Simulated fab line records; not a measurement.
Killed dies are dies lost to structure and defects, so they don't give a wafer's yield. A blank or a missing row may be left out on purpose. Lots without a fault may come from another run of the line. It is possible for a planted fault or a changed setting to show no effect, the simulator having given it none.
Chamber matching | flow n5 finfet | N5_HKMG_FIN_PWFM_ALD_03 on ald metal-03 has 4 sister chambers
The step deposits TiN, target thk 2 nm, pulse time 1 s, purge time 3 s. 8 wafers are shown with their chamber, then 7 later ones without.

== WAFERS WITH THEIR CHAMBER ==
wafer  | chamber | heater power w (W) | precursor pulse height rel
L082.1 | 2       | 955                | 0.997
L082.4 | 3       | 860                | 0.993
L082.6 | 1       | 865                | 1.018
L083.1 | 2       | 965                | 0.999
L083.3 | 1       | 861                | 0.971
L083.5 | 0       | 812                | 1.018
L084.1 | 0       | 820                | 1.023
L084.2 | 3       | 885                | 0.991

== WAFERS MISSING THEIR CHAMBER ==
wafer  | heater power w (W) | precursor pulse height rel
L084.5 | 875                | 1.000
L088.1 | 866                | 0.986
L088.2 | 947                | 0.980
L088.5 | 942                | 1.007
L093.3 | 940                | 1.027
L093.5 | 800                | 0.969
L093.6 | 866                | 0.990

== CHAMBER TAKEN BY EACH ==
wafer  | from the rows above     | in truth
L084.5 | can't be placed: 3 or 1 | 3
L088.1 | can't be placed: 1 or 3 | 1
L088.2 | 2                       | 2
L088.5 | 2                       | 2
L093.3 | 2                       | 2
L093.5 | 0                       | 0
L093.6 | can't be placed: 1 or 3 | 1
Placed correctly: 4 of 7. Cannot be placed on the basis of these rows: 3; the candidates contain the true chamber in 3. Number placed wrongly: 0.
How it was worked out, from the rows above alone: a wafer's distance from a chamber is the root of the sum, over the readings, of the square of ((its reading less the chamber's mean) divided by the reading's scatter). The wafer belongs to the nearest chamber; if the next one is less than 2 further off, it can't be placed. The mean given for a chamber averages the wafers shown for that chamber. The scatter: take each reading less its chamber's mean, square it, sum over the shown wafers, divide by the number of wafers less the number of chambers, and take the root.
